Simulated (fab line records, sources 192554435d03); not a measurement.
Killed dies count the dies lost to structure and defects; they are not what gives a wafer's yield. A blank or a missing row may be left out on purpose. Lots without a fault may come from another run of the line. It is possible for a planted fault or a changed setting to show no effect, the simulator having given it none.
What tool caused it? | flow n5Finfet | 22 lots, 66 wafers sampled, at 1 step of a route of 1938

## WHAT EACH GAUGE READ, for each wafer
N5_SDB_INSPECT_13: inspects for defects (brightfield).
lot  | measured    | on               | rawDefectCount
L074 | day 3 17:31 | defectInspect-02 | 73 45 39
L075 | day 4 01:18 | defectInspect-02 | 47 30 66
L077 | day 4 14:19 | defectInspect-02 | 111 122 79
L078 | day 4 19:47 | defectInspect-01 | 80 46 84
L079 | day 5 01:29 | defectInspect-02 | 83 25 68
L080 | day 5 04:56 | defectInspect-02 | 57 64 71
L081 | day 5 12:37 | defectInspect-02 | 107 73 82
L082 | day 5 18:31 | defectInspect-01 | 156 97 136
L083 | day 6 00:48 | defectInspect-01 | 61 54 74
L084 | day 6 09:07 | defectInspect-02 | 45 55 84
L085 | day 6 12:36 | defectInspect-02 | 81 56 126
L086 | day 6 22:44 | defectInspect-02 | 86 54 39
L087 | day 7 00:41 | defectInspect-01 | 52 38 33
L088 | day 7 05:29 | defectInspect-01 | 70 50 47
L089 | day 7 11:25 | defectInspect-02 | 50 113 195
L090 | day 7 20:13 | defectInspect-01 | 42 54 38
L091 | day 8 02:30 | defectInspect-01 | 38 50 58
L092 | day 8 08:31 | defectInspect-02 | 63 113 111
L093 | day 8 11:51 | defectInspect-02 | 50 83 115
L095 | day 9 01:34 | defectInspect-01 | 62 106 52
L096 | day 9 05:25 | defectInspect-01 | 40 53 47
L097 | day 9 13:21 | defectInspect-01 | 40 26 62

## WHAT TOOL EACH LOT RAN ON (gives the tool, then ch and the chambers of the sampled wafers, and finally the start)
Before these readings, the record contains no process step.

## WHAT THE TOOLS THEMSELVES READ (means of the sampled wafers that have a number; where no wafer has one, the mark that the record gives instead)
The record holds no such reading with a usual standard deviation.

## THE ANSWER, worked out from the rows above alone
Rule: what is usual is taken from the lots themselves. Put in order of their means at a reading, lots are off if they are a third of the lots or fewer, leave a main group of 4 or more, and stand apart from it by a gap of 3 or more times the standard deviation of the main group's means; of several such gaps the widest counts. Not used: any main group whose means are identical at the precision the tables above print for the reading. A lot without any number at a reading at which 4 lots or more have one is off too. All remaining lots with rows at the step are treated as sound. First the gauges in route order, then the tools' own readings, where a lot's mean is used as printed above. The first step at which some lot is off is used, and at that step the reading that is off furthest; a lot without a number counts as furthest.
Nothing can be told from this: no lot is off at any reading shown.

## WHAT HAD BEEN PUT IN BY THE SIMULATOR
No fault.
